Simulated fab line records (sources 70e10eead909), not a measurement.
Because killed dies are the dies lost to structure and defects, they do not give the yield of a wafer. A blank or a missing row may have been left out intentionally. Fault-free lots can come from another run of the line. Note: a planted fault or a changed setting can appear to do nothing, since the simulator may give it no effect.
A struck lot beside a sound one -- flow nand-harc -- 15 steps out of a route of 1302
Sound: wafers L844.1, L844.2, L844.3. Wafers L835.2, L835.3, L835.6 were the ones struck. The cause is given at the end.
Each step with rows lists, per side, the tool, then ch with its chambers, then its first start. Under that, the readings that differ: sound wafers -- struck wafers -- difference of the means -- sigmas: that difference in standard deviations of wafers without a fault.
alike: readings with means less than 2 such deviations apart, plus words and numbers identical on both sides. not compared: withheld readings, readings lacking a value on some wafer, bounds such as >300 that could conceal the same value, and numbers that have no deviation in the record and whose values overlap.
A row with sigmas, a row that says differs or no value, or rows on one side alone: a step with any of these is where the two part. Numbers that don't overlap but have no deviation are shown without sigmas and don't part them. A reading missing from all wafers of one side parts the sides only when that side holds two or more wafers.

first, 1 step without rows for these wafers: NHARC_P_GATE_STRIP_96 (strips in SPM, time 900 s).
NHARC_P_GATE_RTA_64: time 1 s.
  sound on rtp-anneal-02 ch 0, day 11 23:31; struck on rtp-anneal-01 ch 0, day 8 10:29
reading,sound,struck,difference,sigmas
lamp_zone_3_pct (%),37.5 37.4 37.4,36.1 36.1 36.1,-1.3,-2
wafer_temp_C_max,1055.2 1058.1 1055.3,1052.2 1052.8 1054.0,-3.2,-2
  alike: lamp-power-pct
then, 1 step without rows for these wafers: NHARC_P_GATE_ETCH_77 (etches SiO2 in dHF, target depth 6 nm).
NHARC_P_GATE_DEGAS_109: time 60 s.
  struck on pvd-sputter-01, day 8 10:46; sound on pvd-sputter-01, day 11 23:49
  alike: heater-power-w, susceptor-temp-C
then, 3 steps without rows for these wafers: NHARC_P_GATE_PRE_CLEAN_110 (time 30 s); NHARC_P_GATE_SPUTTER_78 (material Ni, target thk 10 nm); NHARC_P_GATE_SPUTTER_79 (material TiN, target thk 10 nm).
NHARC_P_GATE_RTA_80: time 30 s.
  sound on rtp-anneal-01 ch 0, day 12 00:07; struck on rtp-anneal-01 ch 0, day 8 11:05
  alike: lamp-power-pct, lamp_zone_3_pct, wafer_temp_C_max
then, 2 steps without rows for these wafers: NHARC_P_GATE_STRIP_67 (strips in SPM, time 600 s); NHARC_P_GATE_RTA_82 (time 30 s).
NHARC_P_GATE_INSPECT_68:
  struck on defect-inspect-02, day 8 11:42; sound on defect-inspect-01, day 12 00:46
  alike: raw-defect-count
NHARC_P_CONTACT_DEP_30: deposits SiNx, target thk 30 nm.
  sound on pecvd-03 ch 0,1,2, day 12 00:50; struck on pecvd-02 ch 0,1,2, day 8 11:46
  alike: heater-power-outer-w, heater-power-w, susceptor-temp-C
NHARC_P_CONTACT_DEP_00: deposits SiO2, target thk 500 nm.
  sound on pecvd-03 ch 0,1,2, day 12 01:04; struck on pecvd-02 ch 0,1,2, day 8 12:01
  no value came back on the struck wafers for any of 5 readings (chamber-pressure-Torr (Torr), flow-sccm (sccm) and others); on the sound wafers chamber-pressure-Torr (Torr) reads 6.500 6.482 6.505
NHARC_P_CONTACT_CMP_01: polishes SiO2, target thk 200 nm.
  sound on cmp-01 ch 0,2,3, day 12 01:33; struck on cmp-04 ch 2,3, day 8 12:29
  alike: motor-current-A, retaining-ring-pressure-frac
-- break in the record here, with 19 days between the starts of the struck wafers on either side (left off in module P_CONTACT, picked up again in module END, where the first step shown is number 1302 on the route) --
NHARC_END_SORT_01:
  at this point the record logs the struck wafers (prober-01 ch 0, day 27 09:25) and has no rows for the sound ones

== WHERE THEY PART ==
First at NHARC_P_GATE_RTA_64; last, within this record, at NHARC_END_SORT_01.

WHY: the cause the simulator had injected
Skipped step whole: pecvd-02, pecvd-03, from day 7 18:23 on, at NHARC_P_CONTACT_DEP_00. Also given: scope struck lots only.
